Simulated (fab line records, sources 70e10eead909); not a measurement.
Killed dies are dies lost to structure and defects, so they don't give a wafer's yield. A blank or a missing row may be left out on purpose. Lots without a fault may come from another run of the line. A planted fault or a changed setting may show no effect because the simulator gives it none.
Which tool did it? | flow nand_harc | 24 lots, 72 wafers sampled, at 1 step of a route of 1159

WHAT THE GAUGES READ, wafer by wafer
NHARC_A_M0_CD_MEAS_09: target cd 80 nm.
lot  | measured     | on        | cd_nm (nm)
L075 | day 17 13:50 | cd_sem-03 | 79.1 79.1 79.0
L074 | day 17 18:28 | cd_sem-01 | 81.3 81.5 80.8
L076 | day 17 19:40 | cd_sem-02 | 80.6 81.0 81.5
L077 | day 17 23:56 | cd_sem-03 | 81.5 82.1 81.7
L078 | day 18 11:06 | cd_sem-01 | 80.6 80.0 80.9
L080 | day 19 08:22 | cd_sem-02 | 80.3 81.7 80.9
L079 | day 19 09:40 | cd_sem-03 | 81.5 81.5 81.1
L083 | day 19 12:43 | cd_sem-01 | 79.7 79.8 79.5
L082 | day 19 13:52 | cd_sem-02 | 79.1 79.7 79.0
L081 | day 19 15:10 | cd_sem-03 | 79.6 80.2 80.2
L084 | day 19 21:50 | cd_sem-03 | 80.1 80.3 81.0
L085 | day 20 14:01 | cd_sem-03 | 80.8 79.6 81.7
L086 | day 20 14:10 | cd_sem-02 | 79.6 80.1 80.2
L087 | day 20 20:06 | cd_sem-02 | 81.0 80.7 81.3
L089 | day 21 18:05 | cd_sem-03 | 81.3 81.6 81.8
L091 | day 21 23:12 | cd_sem-02 | 81.8 82.5 80.9
L088 | day 21 23:38 | cd_sem-03 | 79.1 78.6 80.4
L090 | day 22 01:22 | cd_sem-02 | 80.8 80.7 79.7
L093 | day 22 03:45 | cd_sem-03 | 81.3 80.6 82.4
L092 | day 22 04:04 | cd_sem-03 | 81.1 81.1 80.3
L096 | day 22 14:16 | cd_sem-02 | 79.9 80.6 81.1
L094 | day 22 23:39 | cd_sem-01 | 80.3 80.3 80.6
L095 | day 23 00:09 | cd_sem-02 | 79.4 79.6 79.8
L097 | day 23 07:53 | cd_sem-01 | 80.9 81.6 81.3

WHICH TOOL RAN EACH LOT (tool, then ch and the chambers of the sampled wafers, then the start)
The record holds no process step before these readings.

WHAT THE TOOLS THEMSELVES READ (means of the sampled wafers that have a number; where no wafer has one, the mark that the record gives instead)
The record holds no such reading with a usual standard deviation.

THE ANSWER, worked out from the rows above alone
Rule: what is usual is taken from the lots themselves. Put in order of their means at a reading, lots are off if they are a third of the lots or fewer, leave a main group of 4 or more, and stand apart from it by a gap of 3 or more times the standard deviation of the main group's means; of several such gaps the widest counts. A main group whose means are all the same, to the digits that the tables above print for the reading, isn't used. A lot without any number at a reading at which 4 lots or more have one is off too. The other lots that the step has rows for count as sound. The gauges are gone through in route order, then the tools' own readings, and for those a lot's mean is taken as printed above. The first step at which some lot is off is used, and at that step the reading that is off furthest; a lot without a number counts as furthest.
No lot is off at any reading shown: from this, nothing can be told.

WHAT THE SIMULATOR HAD PUT IN
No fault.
